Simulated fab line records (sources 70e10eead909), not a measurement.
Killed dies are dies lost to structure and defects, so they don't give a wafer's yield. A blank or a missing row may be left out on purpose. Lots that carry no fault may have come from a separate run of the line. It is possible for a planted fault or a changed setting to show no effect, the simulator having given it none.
Matching of chambers -- flow nandHarc -- 4 sister chambers for NHARC_A_STAIRCASE_DESCUM_291 on rieDiel-04
The step chemistry O2, time 3 s. 4 wafers are shown with their chamber, then 8 later ones without.

== WAFERS WITH THEIR CHAMBER ==
wafer,chamber,drypumpMotorCurrentA (A)
L086.1,2,5.6
L086.2,0,5.7
L086.4,3,5.9
L087.1,1,4.9

== WAFERS WITH NO CHAMBER GIVEN ==
wafer,drypumpMotorCurrentA (A)
L087.5,5.7
L087.6,4.8
L091.1,4.8
L091.2,5.7
L091.4,5.5
L095.1,4.8
L095.2,5.6
L095.3,5.9

== WHICH CHAMBER EACH ONE RAN IN ==
wafer,from the rows above,in truth
L087.5,can't be placed: 0 or 2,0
L087.6,1,1
L091.1,1,1
L091.2,can't be placed: 0 or 2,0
L091.4,can't be placed: 2 or 0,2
L095.1,1,1
L095.2,can't be placed: 2 or 0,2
L095.3,3,3
4 of 8 placed correctly. These rows do not allow placing 4 (true chamber among the candidates in 4). 0 placed wrongly.
How it was worked out, from the rows above alone: a wafer's distance from a chamber is the root of the sum, over the readings, of the square of ((its reading less the chamber's mean) divided by the reading's scatter). The wafer belongs to the nearest chamber; if the next one is less than 2 further off, it can't be placed. For every chamber, the mean is computed from those of its wafers that are shown. The scatter: with one shown wafer a chamber, the root of the mean of the squares of how far each hidden wafer lies from its nearest shown one.
